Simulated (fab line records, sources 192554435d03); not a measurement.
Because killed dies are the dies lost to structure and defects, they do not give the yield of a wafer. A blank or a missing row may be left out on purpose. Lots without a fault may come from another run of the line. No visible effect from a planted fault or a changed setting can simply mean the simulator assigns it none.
fab line records -- flow n5-finfet -- part 1 of 2: steps 1 to 17 of 27
[record] lots = 5, wafers = 15, last-day = 17
route steps=1938 shown BEOL_M8@1368
lots with no fault: from the same line, run without faults
start-h: hours from the record's first day to the start of the lot's first wafer shown -- wait-h: hours elapsed since this lot's preceding step -- " the same as in the row above -- L1.1+2: a single row standing in for several wafers -- - either no value or no given start -- * or withheld: withheld -- < > ~ a bound
route shown NAME@n: a module of which the file shows steps, and the number in the route of the first -- usual: mean/standard deviation taken from wafers without a fault -- same: alike in all rows -- chamber/n: place in a boat -- sites: readings site by site -- _std_site: the standard deviation of these -- _edge_site: mean of outer sites minus mean of inner sites -- radius-mm: for every site, how far away it sits from the centre of the wafer -- mask NAME#n: copy n -- behind: the most recent tool/chamber to have shaped the wafer -- hold: what put the lot on hold/how long, in hours/how the hold closed -- device: transistor that didn't switch, given as n, p or np -- end of line: tests run on the same wafers once the route is complete -- where a step has no rows: the recipe by itself -- killed: count of dies lost to structure and defects at first sort (not the wafer's yield) -- map: the dies of a wafer, with x for killed, . for not killed, _ for no die there
set.NAME: the run value of the setting; set.NAME@STEP: its run value at that earlier step -- model.NAME: the simulator's own value behind a step, which no gauge read
lots seen at some steps along the route; tables by step, rows by wafer
services: the hour from which a tool's chamber was out of use, counted from the record's first day as start-h (under 0 if before that day), plus the number of hours and why
[[steps]]
[step N5_BEOL_M8_DESCUM_33]
[recipe] chemistry = O2, time-s = 7, source-power-w = 50, bias-power-w = 20, pressure-mtorr = 20, rf-frequency-hz = 2.712e+07, temp-c = 40, resist = CAR-EUV, o2-flow-sccm = 225
[usual] drypump-motor-current-A = 5.3/0.56, oes-product-au = 0.83/0.099, rf-vpp-V = 242.6/1.3, showerhead-plenum-p-Torr = 2.07/0.073, throttle-valve-pct = 20.32/0.22
lot.wafer,tool,chamber,start-h,wait-h,drypump-motor-current-A,oes-product-au,rf-hours-counter-h,rf-vpp-V,showerhead-plenum-p-Torr,throttle-valve-pct
L081.1,rie-diel-01,0,247.13,0.5,4.9,0.88,39,242.4,2.04,20.27
L081.3,rie-diel-01,1,247.13,0.5,4.7,0.71,225,244.5,2.15,20.58
L081.5,rie-diel-01,0,247.13,0.5,4.9,0.88,-,242.5,2.04,20.29
L085.2,rie-diel-01,0,264.98,0.1,4.9,0.88,44,242.3,2.04,20.29
L085.4,rie-diel-01,2,264.98,0.1,6.3,0.95,13,242.1,2.03,20.12
L085.5,rie-diel-01,0,264.98,0.1,4.9,0.88,-,242.2,2.04,20.28
L086.3,rie-diel-05,2,266.04,0.6,5.2,0.79,99,244.0,2.12,20.15
L086.4,rie-diel-05,3,266.04,0.6,4.9,0.70,-,242.7,2.00,20.67
L086.6,rie-diel-05,0,266.04,0.6,5.9,0.86,-,241.6,2.03,19.94
L089.1,rie-diel-01,2,278.53,0.0,6.3,0.94,18,242.0,2.03,20.12
L089.3,rie-diel-01,0,278.53,0.0,4.9,0.87,48,242.4,2.04,20.29
L089.4,rie-diel-01,1,278.53,0.0,4.7,0.70,236,243.0,2.14,20.60
L095.1,rie-diel-04,3,334.83,0.3,4.8,0.95,7,243.7,2.13,20.23
L095.2,rie-diel-04,1,334.83,0.3,5.3,0.85,63,245.1,2.23,20.38
L095.6,rie-diel-04,0,334.83,0.3,5.5,0.87,-,242.2,2.01,20.36
[step N5_BEOL_M8_ETCH_72]
[recipe] chemistry = N2/H2, target = underlayer, target-depth-a = 65, mask-material = CAR-EUV, time-s = 5.2, ion-energy-ev = 200, pressure-mtorr = 30, source-w = 840, bias-w = 150, n2-flow-sccm = 200, h2-flow-sccm = 200, ends = cleared
[usual] drypump-motor-current-A = 5.4/0.55, etch-rf-on-time-s = 5.25/0.15, oes-product-au = 0.70/0.081, rf-vpp-V = 523.2/2.8, showerhead-plenum-p-Torr = 2.51/0.08, throttle-valve-pct = 17.75/0.25
lot.wafer,tool,chamber,start-h,wait-h,drypump-motor-current-A,etch-rf-on-time-s,oes-product-au,rf-hours-counter-h,rf-vpp-V,showerhead-plenum-p-Torr,throttle-valve-pct
L081.1,rie-diel-01,0,247.16,0.0,4.9,5.15,0.76,39,522.1,2.46,17.53
L081.3,rie-diel-01,1,247.16,0.0,4.7,5.23,0.60,225,526.0,2.61,18.00
L081.5,rie-diel-01,0,247.16,0.0,4.9,5.14,0.75,-,523.9,2.46,17.53
L085.2,rie-diel-01,0,265.02,0.0,4.9,5.20,0.73,44,523.7,2.46,17.56
L085.4,rie-diel-01,2,265.02,0.0,6.3,5.50,0.77,13,519.3,2.50,17.69
L085.5,rie-diel-01,0,265.02,0.0,4.9,5.20,0.74,-,523.5,2.46,17.55
L086.3,rie-diel-05,2,266.08,0.0,5.2,5.06,0.69,99,523.1,2.55,17.38
L086.4,rie-diel-05,3,266.08,0.0,4.9,5.17,0.61,-,520.4,2.41,17.98
L086.6,rie-diel-05,0,266.08,0.0,6.0,5.26,0.74,-,522.3,2.50,17.53
L089.1,rie-diel-01,2,278.56,0.0,6.3,5.48,0.75,18,523.5,2.50,17.67
L089.3,rie-diel-01,0,278.56,0.0,4.9,5.21,0.74,48,523.8,2.45,17.53
L089.4,rie-diel-01,1,278.56,0.0,4.7,5.26,0.61,236,526.1,2.61,18.04
L095.1,rie-diel-04,3,334.87,0.0,4.9,5.14,0.81,7,526.3,2.59,17.67
L095.2,rie-diel-04,1,334.87,0.0,5.3,5.31,0.70,63,529.1,2.69,17.76
L095.6,rie-diel-04,0,334.87,0.0,5.5,5.13,0.75,-,522.3,2.48,18.00
[step N5_BEOL_M8_ETCH_65]
[recipe] chemistry = CF4, target = SiARC, target-depth-a = 156, mask-material = CAR-EUV, time-s = 26, ion-energy-ev = 80, pressure-mtorr = 40, source-w = 545, bias-w = 36, Ar_flow_sccm = 100, cf4-flow-sccm = 100, ends = cleared
[usual] drypump-motor-current-A = 5.3/0.56, etch-rf-on-time-s = 26.3/0.72, mfc-ar-sccm = 100.0/0.33, oes-product-au = 0.70/0.08, rf-vpp-V = 183.7/1.2, showerhead-plenum-p-Torr = 2.12/0.067, throttle-valve-pct = 15.47/0.26
lot.wafer,tool,chamber,start-h,wait-h,drypump-motor-current-A,etch-rf-on-time-s,mfc-ar-sccm,oes-product-au,rf-hours-counter-h,rf-vpp-V,showerhead-plenum-p-Torr,throttle-valve-pct
L081.1,rie-diel-01,0,247.18,0.0,4.9,26.5,100.0,0.75,39,184.3,2.11,15.52
L081.3,rie-diel-01,1,247.18,0.0,4.7,25.8,99.9,0.60,225,186.3,2.20,15.79
L081.5,rie-diel-01,0,247.18,0.0,4.9,26.2,99.5,0.75,-,183.0,2.11,15.52
L085.2,rie-diel-01,0,265.03,0.0,4.9,26.3,100.4,0.73,44,184.5,2.11,15.53
L085.4,rie-diel-01,2,265.03,0.0,6.3,27.1,99.7,0.76,13,182.8,2.08,15.32
L085.5,rie-diel-01,0,265.03,0.0,4.9,26.5,99.8,0.74,-,184.0,2.11,15.52
L086.3,rie-diel-05,2,266.09,0.0,5.2,25.6,99.7,0.69,99,183.7,2.16,15.30
L086.4,rie-diel-05,3,266.09,0.0,4.9,25.7,99.7,0.61,-,182.0,2.03,15.73
L086.6,rie-diel-05,0,266.09,0.0,5.9,26.1,100.2,0.74,-,184.0,2.08,15.18
L089.1,rie-diel-01,2,278.58,0.0,6.3,27.3,100.3,0.76,18,182.8,2.08,15.31
L089.3,rie-diel-01,0,278.58,0.0,4.9,26.1,99.9,0.74,48,184.2,2.11,15.53
L089.4,rie-diel-01,1,278.58,0.0,4.7,26.0,100.0,0.60,236,184.3,2.19,15.81
L095.1,rie-diel-04,3,334.88,0.0,4.9,25.7,99.9,0.81,7,184.9,2.21,15.57
L095.2,rie-diel-04,1,334.88,0.0,5.3,26.7,100.1,0.71,63,186.5,2.24,15.31
L095.6,rie-diel-04,0,334.88,0.0,5.5,25.4,100.2,0.75,-,182.7,2.10,15.70
[step N5_BEOL_M8_ETCH_66]
[recipe] chemistry = N2/H2, target = SOC, target-depth-a = 800, overetch-a = 160, mask-material = SiARC, temp-c = 40, time-s = 120, ion-energy-ev = 200, pressure-mtorr = 30, source-w = 840, bias-w = 150, n2-flow-sccm = 200, h2-flow-sccm = 200
[usual] drypump-motor-current-A = 5.4/0.56, oes-product-au = 0.63/0.07, rf-vpp-V = 523.1/2.6, showerhead-plenum-p-Torr = 2.51/0.08, throttle-valve-pct = 17.71/0.25
lot.wafer,tool,chamber,start-h,wait-h,drypump-motor-current-A,oes-product-au,rf-hours-counter-h,rf-vpp-V,showerhead-plenum-p-Torr,throttle-valve-pct
L081.1,rie-diel-01,0,247.21,0.0,4.9,0.67,39,520.6,2.46,17.50
L081.3,rie-diel-01,1,247.21,0.0,4.7,0.55,226,525.6,2.61,17.97
L081.5,rie-diel-01,0,247.21,0.0,4.9,0.67,-,521.1,2.46,17.49
L085.2,rie-diel-01,0,265.06,0.0,4.9,0.66,44,520.2,2.46,17.52
L085.4,rie-diel-01,2,265.06,0.0,6.3,0.70,13,522.4,2.50,17.64
L085.5,rie-diel-01,0,265.06,0.0,4.9,0.66,-,522.0,2.46,17.51
L086.3,rie-diel-05,2,266.12,0.0,5.2,0.61,99,524.2,2.55,17.33
L086.4,rie-diel-05,3,266.12,0.0,4.9,0.54,-,521.0,2.41,17.95
L086.6,rie-diel-05,0,266.12,0.0,6.0,0.66,-,522.1,2.50,17.50
L089.1,rie-diel-01,2,278.61,0.0,6.3,0.70,18,522.9,2.50,17.66
L089.3,rie-diel-01,0,278.61,0.0,4.9,0.67,48,523.0,2.45,17.51
L089.4,rie-diel-01,1,278.61,0.0,4.7,0.54,236,525.9,2.61,17.98
L095.1,rie-diel-04,3,334.91,0.0,4.9,0.71,7,526.2,2.59,17.65
L095.2,rie-diel-04,1,334.91,0.0,5.4,0.64,63,527.1,2.69,17.71
L095.6,rie-diel-04,0,334.91,0.0,5.5,0.67,-,523.1,2.48,17.98
[step N5_BEOL_M8_STRIP_69]
[recipe] chemistry = N2/H2, temp-c = 40, n2-flow-sccm = 200, h2-flow-sccm = 200, rf-frequency-hz = 6e+07
lot.wafer,tool,chamber,start-h,wait-h
L081.1+3+5,rie-diel-01,"0,1,0",247.29,0.0
L085.2+4+5,rie-diel-01,"0,2,0",265.14,0.0
L086.3+4+6,rie-diel-05,"2,3,0",266.20,0.0
L089.1+3+4,rie-diel-01,"2,0,1",278.69,0.0
L095.1+2+6,rie-diel-04,"3,1,0",334.99,0.0
[step N5_BEOL_M8_STRIP_73]
[recipe] chemistry = N2/H2, temp-c = 40, n2-flow-sccm = 200, h2-flow-sccm = 200, rf-frequency-hz = 6e+07
lot.wafer,tool,chamber,start-h,wait-h
L081.1+3+5,rie-diel-01,"0,1,0",247.30,0.0
L085.2+4+5,rie-diel-01,"0,2,0",265.15,0.0
L086.3+4+6,rie-diel-05,"2,3,0",266.21,0.0
L089.1+3+4,rie-diel-01,"2,0,1",278.70,0.0
L095.1+2+6,rie-diel-04,"3,1,0",335.00,0.0
[step N5_BEOL_M8_VIA_ETCH_34]
[recipe] chemistry = C4F6/O2, target = SiCOH_lowk, target-depth-a = 1255, mask-material = SOC, taper-deg = 4, time-s = 50.5, ion-energy-ev = 250, pressure-mtorr = 30, source-w = 345, bias-w = 185, Ar_flow_sccm = 300, C4F6_flow_sccm = 10, O2_flow_sccm = 10
[usual] drypump-motor-current-A = 5.3/0.56, mfc-ar-sccm = 300.1/0.97, oes_f_703_au = 0.81/0.084, oes-product-au = 0.82/0.096, rf-vpp-V = 670/20, showerhead-plenum-p-Torr = 2.81/0.088, throttle-valve-pct = 20.77/0.3
lot.wafer,tool,chamber,start-h,wait-h,drypump-motor-current-A,mfc-ar-sccm,oes_f_703_au,oes-product-au,rf-hours-counter-h,rf-vpp-V,showerhead-plenum-p-Torr,throttle-valve-pct
L081.1,rie-diel-01,0,247.31,0.0,4.9,299.7,0.84,0.88,39,696,2.80,20.88
L081.3,rie-diel-01,1,247.31,0.0,4.7,301.3,0.72,0.70,226,643,2.93,21.08
L081.5,rie-diel-01,0,247.31,0.0,4.9,300.3,0.84,0.88,-,699,2.80,20.87
L085.2,rie-diel-01,0,265.16,0.0,4.9,301.6,0.83,0.87,44,697,2.80,20.88
L085.4,rie-diel-01,2,265.16,0.0,6.3,299.5,0.88,0.90,13,648,2.77,20.63
L085.5,rie-diel-01,0,265.16,0.0,4.9,300.1,0.83,0.87,-,697,2.80,20.88
L086.3,rie-diel-05,2,266.22,0.0,5.2,301.2,0.78,0.80,99,669,2.88,20.57
L086.4,rie-diel-05,3,266.22,0.0,4.9,300.5,0.73,0.71,-,637,2.72,21.10
L086.6,rie-diel-05,0,266.22,0.0,5.9,299.2,0.85,0.87,-,674,2.77,20.44
L089.1,rie-diel-01,2,278.71,0.0,6.3,298.9,0.87,0.90,18,648,2.77,20.63
L089.3,rie-diel-01,0,278.71,0.0,4.9,301.6,0.83,0.86,48,698,2.80,20.87
L089.4,rie-diel-01,1,278.71,0.0,4.7,301.4,0.71,0.69,236,642,2.92,21.10
L095.1,rie-diel-04,3,335.01,0.0,4.9,301.2,0.89,0.95,7,706,2.93,20.97
L095.2,rie-diel-04,1,335.01,0.0,5.3,299.1,0.80,0.83,63,689,2.97,20.57
L095.6,rie-diel-04,0,335.01,0.0,5.4,298.7,0.87,0.87,-,676,2.78,21.05
[step N5_BEOL_M8_STRIP_76]
[recipe] chemistry = C4F6/O2, resist = SiARC, rf-frequency-hz = 6e+07
lot.wafer,tool,chamber,start-h,wait-h
L081.1+3+5,rie-diel-01,"0,1,0",247.35,0.0
L085.2+4+5,rie-diel-01,"0,2,0",265.20,0.0
L086.3+4+6,rie-diel-05,"2,3,0",266.26,0.0
L089.1+3+4,rie-diel-01,"2,0,1",278.75,0.0
L095.1+2+6,rie-diel-04,"3,1,0",335.06,0.0
[step N5_BEOL_M8_STRIP_36]
[recipe] chemistry = N2/H2, power-w = 450, temp-c = 40, pressure-mtorr = 20, rf-frequency-hz = 6e+07, overash-fraction = 0.3, bias-power-w = 7, h2-frac = 0.5, n2-flow-sccm = 200, h2-flow-sccm = 200
[usual] drypump-motor-current-A = 5.4/0.56, oes-product-au = 0.83/0.098, rf-vpp-V = 59.1/1.6, showerhead-plenum-p-Torr = 2.51/0.08, throttle-valve-pct = 23.55/0.3
[same] overash-fraction = 0.3
lot.wafer,tool,chamber,start-h,wait-h,drypump-motor-current-A,oes-product-au,rf-hours-counter-h,rf-vpp-V,showerhead-plenum-p-Torr,throttle-valve-pct
L081.1,rie-diel-01,0,247.36,0.0,4.9,0.87,39,56.7,2.45,23.33
L081.3,rie-diel-01,1,247.36,0.0,4.7,0.70,226,59.0,2.61,23.75
L081.5,rie-diel-01,0,247.36,0.0,4.9,0.90,-,58.6,2.45,23.32
L085.2,rie-diel-01,0,265.21,0.0,4.9,0.87,44,60.1,2.45,23.34
L085.4,rie-diel-01,2,265.21,0.0,6.3,0.95,13,60.3,2.50,23.51
L085.5,rie-diel-01,0,265.21,0.0,4.9,0.88,-,59.4,2.45,23.34
L086.3,rie-diel-05,2,266.27,0.0,5.2,0.80,99,57.6,2.55,23.06
L086.4,rie-diel-05,3,266.27,0.0,4.9,0.70,-,59.9,2.41,23.63
L086.6,rie-diel-05,0,266.27,0.0,5.9,0.86,-,61.9,2.49,23.26
L089.1,rie-diel-01,2,278.76,0.0,6.3,0.92,18,58.3,2.49,23.50
L089.3,rie-diel-01,0,278.76,0.0,4.9,0.87,48,60.8,2.45,23.31
L089.4,rie-diel-01,1,278.76,0.0,4.7,0.68,236,59.5,2.60,23.78
L095.1,rie-diel-04,3,335.07,0.0,4.9,0.95,7,59.1,2.58,23.47
L095.2,rie-diel-04,1,335.07,0.0,5.3,0.84,63,59.8,2.68,23.72
L095.6,rie-diel-04,0,335.07,0.0,5.4,0.87,-,59.7,2.48,23.97
[step N5_BEOL_M8_TRENCH_ETCH_37]
[recipe] chemistry = C4F6/O2, target-depth-a = 934.78, target = SiCOH_lowk, time-s = 31.2, ion-energy-ev = 250, pressure-mtorr = 30, source-w = 345, bias-w = 185, Ar_flow_sccm = 300, C4F6_flow_sccm = 10, O2_flow_sccm = 10
[usual] drypump-motor-current-A = 5.3/0.56, mfc-ar-sccm = 299.9/1, oes_f_703_au = 0.81/0.083, oes-product-au = 0.82/0.095, rf-vpp-V = 670/20, showerhead-plenum-p-Torr = 2.81/0.088, throttle-valve-pct = 20.80/0.3
lot.wafer,tool,chamber,start-h,wait-h,drypump-motor-current-A,mfc-ar-sccm,oes_f_703_au,oes-product-au,rf-hours-counter-h,rf-vpp-V,showerhead-plenum-p-Torr,throttle-valve-pct
L081.1,rie-diel-01,0,-,-,4.9,299.4,0.83,0.88,39,698,2.80,20.91
L081.3,rie-diel-01,1,-,-,4.7,300.6,0.72,0.70,226,643,2.93,21.11
L081.5,rie-diel-01,0,-,-,4.9,301.2,0.84,0.88,-,696,2.80,20.91
L085.2,rie-diel-01,0,-,-,4.9,300.9,0.83,0.88,44,697,2.80,20.91
L085.4,rie-diel-01,2,-,-,6.3,300.0,0.88,0.90,13,646,2.77,20.63
L085.5,rie-diel-01,0,-,-,4.9,299.8,0.83,0.88,-,698,2.80,20.92
L086.3,rie-diel-05,2,-,-,5.2,299.8,0.78,0.80,99,669,2.88,20.61
L086.4,rie-diel-05,3,-,-,4.9,300.5,0.73,0.71,-,638,2.72,21.13
L086.6,rie-diel-05,0,-,-,6.0,298.8,0.85,0.86,-,673,2.77,20.47
L089.1,rie-diel-01,2,-,-,6.3,301.2,0.86,0.89,18,648,2.77,20.66
L089.3,rie-diel-01,0,-,-,4.9,299.8,0.82,0.86,48,698,2.80,20.93
L089.4,rie-diel-01,1,-,-,4.7,298.9,0.71,0.69,236,643,2.92,21.12
L095.1,rie-diel-04,3,-,-,4.9,297.2,0.91,0.94,7,705,2.93,21.00
L095.2,rie-diel-04,1,-,-,5.3,297.9,0.82,0.83,63,689,2.97,20.58
L095.6,rie-diel-04,0,-,-,5.4,299.8,0.87,0.87,-,676,2.78,21.08
[step N5_BEOL_M8_ETCH_41]
[recipe] chemistry = CH3F/O2, target = SiCN, target-depth-a = 319, taper-deg = 2, time-s = 57.8, ion-energy-ev = 120, mask-material = TiN, pressure-mtorr = 30, source-w = 395, bias-w = 75, Ar_flow_sccm = 150, CH3F_flow_sccm = 30, O2_flow_sccm = 20
[usual] drypump-motor-current-A = 5.3/0.56, mfc-ar-sccm = 150.1/0.43, oes-product-au = 0.82/0.097, rf-vpp-V = 296.9/1.6, showerhead-plenum-p-Torr = 1.97/0.064, throttle-valve-pct = 16.18/0.27
lot.wafer,tool,chamber,start-h,wait-h,drypump-motor-current-A,mfc-ar-sccm,oes-product-au,rf-hours-counter-h,rf-vpp-V,showerhead-plenum-p-Torr,throttle-valve-pct
L081.1,rie-diel-01,0,-,-,4.9,149.5,0.89,39,296.3,1.96,16.20
L081.3,rie-diel-01,1,-,-,4.7,149.8,0.71,226,300.8,2.06,16.50
L081.5,rie-diel-01,0,-,-,4.9,150.7,0.88,-,296.6,1.96,16.21
L085.2,rie-diel-01,0,-,-,4.9,150.3,0.88,44,297.1,1.96,16.22
L085.4,rie-diel-01,2,-,-,6.3,149.8,0.91,13,295.6,1.95,16.07
L085.5,rie-diel-01,0,-,-,4.9,150.0,0.88,-,297.2,1.96,16.21
L086.3,rie-diel-05,2,-,-,5.2,149.9,0.80,99,298.0,2.02,16.00
L086.4,rie-diel-05,3,-,-,4.9,149.5,0.70,-,295.4,1.90,16.53
L086.6,rie-diel-05,0,-,-,5.9,150.5,0.86,-,295.5,1.94,15.87
L089.1,rie-diel-01,2,-,-,6.3,149.8,0.89,18,295.5,1.95,16.09
L089.3,rie-diel-01,0,-,-,4.9,150.4,0.87,48,295.5,1.96,16.22
L089.4,rie-diel-01,1,-,-,4.7,150.7,0.70,236,299.4,2.05,16.54
L095.1,rie-diel-04,3,-,-,4.9,149.9,0.95,7,299.7,2.06,16.27
L095.2,rie-diel-04,1,-,-,5.3,150.3,0.83,63,299.1,2.09,16.03
L095.6,rie-diel-04,0,-,-,5.5,149.3,0.87,-,296.8,1.95,16.39
[step N5_BEOL_M8_STRIP_80]
[recipe] chemistry = N2/H2, time-s = 10, power-w = 450, temp-c = 40, pressure-mtorr = 20, rf-frequency-hz = 6e+07, bias-power-w = 7, n2-flow-sccm = 200, h2-flow-sccm = 200
[usual] drypump-motor-current-A = 5.3/0.55, oes-product-au = 0.82/0.097, rf-vpp-V = 58.9/0.89, showerhead-plenum-p-Torr = 2.51/0.08, throttle-valve-pct = 23.54/0.3
lot.wafer,tool,chamber,start-h,wait-h,drypump-motor-current-A,oes-product-au,rf-hours-counter-h,rf-vpp-V,showerhead-plenum-p-Torr,throttle-valve-pct
L081.1,rie-diel-01,0,-,-,4.9,0.87,39,57.7,2.45,23.34
L081.3,rie-diel-01,1,-,-,4.7,0.70,226,58.4,2.61,23.79
L081.5,rie-diel-01,0,-,-,4.9,0.87,-,58.7,2.45,23.35
L085.2,rie-diel-01,0,-,-,4.9,0.86,44,58.9,2.45,23.33
L085.4,rie-diel-01,2,-,-,6.3,0.93,13,57.8,2.50,23.49
L085.5,rie-diel-01,0,-,-,4.9,0.87,-,58.2,2.45,23.34
L086.3,rie-diel-05,2,-,-,5.2,0.81,99,58.7,2.55,23.03
L086.4,rie-diel-05,3,-,-,4.9,0.71,-,57.8,2.41,23.65
L086.6,rie-diel-05,0,-,-,5.9,0.86,-,58.8,2.49,23.23
L089.1,rie-diel-01,2,-,-,6.3,0.92,18,58.2,2.49,23.50
L089.3,rie-diel-01,0,-,-,4.9,0.86,48,59.1,2.45,23.34
L089.4,rie-diel-01,1,-,-,4.7,0.70,236,58.5,2.60,23.80
L095.1,rie-diel-04,3,-,-,4.8,0.95,7,57.9,2.58,23.48
L095.2,rie-diel-04,1,-,-,5.4,0.83,63,58.6,2.68,23.71
L095.6,rie-diel-04,0,-,-,5.5,0.87,-,60.1,2.48,23.97
[step N5_BEOL_M8_OCD_MEAS_38]
[usual] trench-depth-nm = 93.1/2.1
lot.wafer,tool,chamber,start-h,wait-h,trench-depth-nm
L081.1,ocd-02,-,247.56,-,94.6
L081.3,ocd-02,-,247.56,-,92.7
L081.5,ocd-02,-,247.56,-,93.5
L085.2,ocd-01,-,265.41,-,95.3
L085.4,ocd-01,-,265.41,-,90.9
L085.5,ocd-01,-,265.41,-,94.7
L086.3,ocd-01,-,266.48,-,95.3
L086.4,ocd-01,-,266.48,-,93.1
L086.6,ocd-01,-,266.48,-,93.2
L089.1,ocd-01,-,278.96,-,90.8
L089.3,ocd-01,-,278.96,-,93.8
L089.4,ocd-01,-,278.96,-,91.7
L095.1,ocd-02,-,335.26,-,94.8
L095.2,ocd-02,-,335.26,-,92.2
L095.6,ocd-02,-,335.26,-,93.6
[step N5_BEOL_M8_HM_STRIP_39]
[recipe] chemistry = peroxide-tin-strip, material = TiN, target-depth-a = 250, temp-c = 50, time-s = 158
lot.wafer,tool,chamber,start-h,wait-h
L081.1+3+5,wet-bench-05,"6,7,3",247.59,0.0
L085.2+4+5,wet-bench-04,"7,0,2",265.44,0.0
L086.3+4+6,wet-bench-04,"1,7,0",266.50,0.0
L089.1+3+4,wet-bench-04,"4,2,3",278.99,0.0
L095.1+2+6,wet-bench-05,"3,7,2",335.29,0.0
[step N5_BEOL_M8_SRD_40]
[recipe] time-s = 30, temp-c = 23, rinse-liquid = diw, dry = ipa-marangoni
lot.wafer,tool,chamber,start-h,wait-h
L081.1+3+5,wet-bench-05,"6,7,3",247.64,0.0
L085.2+4+5,wet-bench-04,"7,0,2",265.49,0.0
L086.3+4+6,wet-bench-04,"1,7,0",266.55,0.0
L089.1+3+4,wet-bench-04,"4,2,3",279.04,0.0
L095.1+2+6,wet-bench-05,"3,7,2",335.34,0.0
[step N5_BEOL_M8_PRECLEAN_42]
[recipe] chemistry = residue-remover, time-s = 60, temp-c = 40
lot.wafer,tool,chamber,start-h,wait-h
L081.1+3+5,wet-bench-05,"6,7,3",247.65,0.0
L085.2+4+5,wet-bench-04,"7,0,2",265.51,0.0
L086.3+4+6,wet-bench-04,"1,7,0",266.57,0.0
L089.1+3+4,wet-bench-04,"4,2,3",279.05,0.0
L095.1+2+6,wet-bench-05,"3,7,2",335.36,0.0
[step N5_BEOL_M8_SRD_43]
[recipe] time-s = 30, temp-c = 23, rinse-liquid = diw, dry = ipa-marangoni
lot.wafer,tool,chamber,start-h,wait-h
L081.1+3+5,wet-bench-05,"6,7,3",247.67,0.0
L085.2+4+5,wet-bench-04,"7,0,2",265.52,0.0
L086.3+4+6,wet-bench-04,"1,7,0",266.58,0.0
L089.1+3+4,wet-bench-04,"4,2,3",279.07,0.0
L095.1+2+6,wet-bench-05,"3,7,2",335.37,0.0
